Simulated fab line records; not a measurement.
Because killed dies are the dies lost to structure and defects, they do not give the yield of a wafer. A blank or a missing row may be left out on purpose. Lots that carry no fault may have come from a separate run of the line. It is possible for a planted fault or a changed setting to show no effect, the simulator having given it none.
Chamber matching + flow nand_harc + 4 sister chambers for NHARC_A_SGD_CUT_ETCH_58 on rie_diel-08
The step etches the open film in CF4, target depth 39 nm, time 65 s. 14 wafers are shown with their chamber, then 7 later ones without.

== WAFERS WITH THEIR CHAMBER ==
| wafer  | chamber | drypump_motor_current_A (A) | oes_product_au (a.u.) | rf_vpp_V (V) |
|--------|---------|-----------------------------|-----------------------|--------------|
| L999.1 | 2       | 5.4                         | 1.023                 | 151.7        |
| L999.5 | 0       | 5.5                         | 0.987                 | 152.7        |
| L999.6 | 3       | 5.6                         | 1.016                 | 150.5        |
| L102.2 | 1       | 5.1                         | 0.985                 | 153.3        |
| L102.5 | 2       | 5.4                         | 1.028                 | 149.7        |
| L102.6 | 3       | 5.6                         | 1.011                 | 151.3        |
| L104.1 | 0       | 5.5                         | 0.991                 | 153.1        |
| L104.3 | 3       | 5.6                         | 1.007                 | 151.5        |
| L104.6 | 0       | 5.5                         | 0.997                 | 151.2        |
| L109.2 | 0       | 5.5                         | 0.988                 | 153.8        |
| L109.4 | 3       | 5.6                         | 0.999                 | 151.3        |
| L109.5 | 2       | 5.3                         | 1.014                 | 150.4        |
| L111.3 | 0       | 5.5                         | 0.988                 | 152.4        |
| L111.4 | 2       | 5.4                         | 1.016                 | 151.3        |

SIGNATURES (averages over the wafers above)
| reading                 | chamber 0 | chamber 1 | chamber 2 | chamber 3 | scatter within a chamber |
|-------------------------|-----------|-----------|-----------|-----------|--------------------------|
| drypump_motor_current_A | 5.500     | 5.100     | 5.375     | 5.600     | 0.0274                   |
| oes_product_au          | 0.99020   | 0.98500   | 1.02025   | 1.00825   | 0.00588                  |
| rf_vpp_V                | 152.640   | 153.300   | 150.775   | 151.150   | 0.819                    |
Rule: a wafer lies at a distance from a chamber equal to the root of the sum of squares, over the readings, of (its reading less the chamber's mean, divided by the reading's scatter). If the next closest chamber is less than 2 further off than the closest, the wafer can't be placed; otherwise it belongs to the closest. How the scatter is found: for the shown wafers, subtract from each reading the mean of its chamber, square and add these, divide the total by (wafers less chambers), then take the root.

== WAFERS MISSING THEIR CHAMBER ==
| wafer  | drypump_motor_current_A (A) | oes_product_au (a.u.) | rf_vpp_V (V) |
|--------|-----------------------------|-----------------------|--------------|
| L111.5 | 5.1                         | 0.995                 | 152.4        |
| L113.1 | 5.6                         | 1.020                 | 149.4        |
| L113.5 | 5.4                         | 1.019                 | 151.5        |
| L113.6 | 5.6                         | 1.019                 | 151.6        |
| L115.1 | 5.5                         | 0.994                 | 151.5        |
| L115.4 | 5.1                         | 1.005                 | 153.1        |
| L115.6 | 5.4                         | 1.021                 | 151.4        |

== WHICH CHAMBER EACH ONE RAN IN ==
| wafer  | from the rows above | in truth |
|--------|---------------------|----------|
| L111.5 | 1                   | 1        |
| L113.1 | 3                   | 3        |
| L113.5 | 2                   | 2        |
| L113.6 | 3                   | 3        |
| L115.1 | 0                   | 0        |
| L115.4 | 1                   | 1        |
| L115.6 | 2                   | 2        |
Correctly placed: 7 of 7. Number that these rows cannot place: 0. Wrongly placed: 0.
